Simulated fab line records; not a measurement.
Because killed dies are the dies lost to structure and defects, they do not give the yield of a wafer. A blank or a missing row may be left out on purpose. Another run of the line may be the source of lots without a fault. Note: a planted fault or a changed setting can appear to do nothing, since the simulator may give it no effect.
Struck lot and sound lot, side by side -- flow n5-finfet -- 15 out of 1938 route steps
Sound: wafers L890.3, L890.4, L890.5. Wafers struck: L897.1, L897.3, L897.5. The cause is named last.
For every step that has rows: the tool of each side, followed by ch and its chambers, followed by its first start. Under that, the readings that differ: sound wafers -- struck wafers -- difference of the means -- sigmas: that difference in standard deviations of wafers without a fault.
alike: words and numbers the same on both sides, and readings whose means are apart by under 2 such deviations; not compared: readings that were withheld, readings missing a value for some wafer, numbers with overlapping values and no deviation given by the record, and bounds like >300 which may hide the same value.
The two part at a step that has a row with sigmas, a row that says differs or no value, or rows on one side only. Numbers that have no deviation but don't overlap get no sigmas and don't part them. A reading missing from all wafers of one side parts the sides only when that side holds two or more wafers.

first, 1 step without rows for these wafers: N5_BEOL_M14_HARDBAKE_14 (time 120 s).
N5_BEOL_M14_CD_MEAS_10: the cd target is 250 nm.
  sound on cd-sem-02 ch 0, day 13 11:51; struck on cd-sem-02 ch 0, day 15 02:01
reading,sound,struck,difference,sigmas
cd-nm (nm),255.4 253.8 255.2,246.6 245.5 245.9,-8.8,-3
N5_BEOL_M14_OVL_MEAS_11:
  sound on overlay-02 ch 0, day 13 11:53; struck on overlay-02 ch 0, day 15 02:03
  alike: V13_OVL
N5_BEOL_M14_INSPECT_12: inspects for defects (macro).
  sound: defect-inspect-02 at day 13 11:55; struck: defect-inspect-02 at day 15 02:04
  alike: raw-defect-count
N5_BEOL_M14_DESCUM_15: chemistry O2, time 7.9 s.
  sound on rie-diel-05 ch 0,1,2, day 13 11:56; struck on rie-diel-05 ch 0,1, day 15 02:07
  alike: chamber-pressure-mTorr, drypump-motor-current-A, oes-product-au, rf-fwd-power-W, rf-vpp-V, showerhead-plenum-p-Torr, throttle-valve-pct
  not compared: rf-hours-counter-h
N5_BEOL_M14_ETCH_59: etches BARC in N2/H2, target depth 89 nm, overetch 26.7 nm, time 67.9 s.
  sound on rie-diel-05 ch 0,1,2, day 13 11:58; struck on rie-diel-05 ch 0,1, day 15 02:08
  alike: chamber-pressure-mTorr, drypump-motor-current-A, oes-product-au, rf-fwd-power-W, rf-vpp-V, showerhead-plenum-p-Torr, throttle-valve-pct
  not compared: rf-hours-counter-h
N5_BEOL_M14_VIA_ETCH_16: etches SiO2 in C4F8/O2/Ar, target depth 1231.3 nm.
  sound on rie-diel-05 ch 0,1,2, day 13 12:01; struck on rie-diel-05 ch 0,1, day 15 02:11
  alike: chamber-pressure-mTorr, drypump-motor-current-A, oes-product-au, rf-fwd-power-W, rf-vpp-V, showerhead-plenum-p-Torr, throttle-valve-pct
N5_BEOL_M14_STRIP_63: strips in O2.
  sound: rie-diel-05 ch 0,1,2; struck: rie-diel-05 ch 0,1
  alike: chamber-pressure-mTorr, drypump-motor-current-A, oes-product-au, rf-vpp-V, showerhead-plenum-p-Torr, throttle-valve-pct
  not compared: rf-hours-counter-h
N5_BEOL_M14_STRIP_64: strips in O2.
  sound: rie-diel-05 ch 0,1,2; struck: rie-diel-05 ch 0,1
  alike: chamber-pressure-mTorr, drypump-motor-current-A, oes-product-au, rf-vpp-V, showerhead-plenum-p-Torr, throttle-valve-pct
  not compared: rf-hours-counter-h
then, 2 steps without rows for these wafers: N5_BEOL_M14_STRIP_71 (strips in post etch residue remover, time 60 s); N5_BEOL_M14_SRD_72 (time 30 s, dry time 30 s).
N5_BEOL_M14_CD_MEAS_17: the cd target is 250 nm.
  sound: cd-sem-02 at day 13 12:23; struck: cd-sem-03 at day 15 02:32
reading,sound,struck,difference,sigmas
cd-nm (nm),254 255 255,247 247 247,-8,-2
N5_BEOL_M14_COAT_65: time 60 s, resist thk 450 nm.
  sound on litho-track-01 ch 0, day 13 12:25; struck on litho-track-01 ch 0, day 15 02:35
reading,sound,struck,difference,sigmas
heater-power-total-W (W),501.9 499.7 499.2,506.8 511.1 509.7,+8.9,+5
plate-temp-C (C),250.04 250.14 249.87,254.18 253.88 253.85,+3.95,+25
then, 2 steps without rows for these wafers: N5_BEOL_M14_COAT_66 (time 60 s, resist thk 110 nm); N5_PASSIVATION_PROBE_49.

== WHERE THEY PART ==
First at N5_BEOL_M14_CD_MEAS_10; last, within this record, at N5_BEOL_M14_COAT_65.

WHY: what the simulator had put in
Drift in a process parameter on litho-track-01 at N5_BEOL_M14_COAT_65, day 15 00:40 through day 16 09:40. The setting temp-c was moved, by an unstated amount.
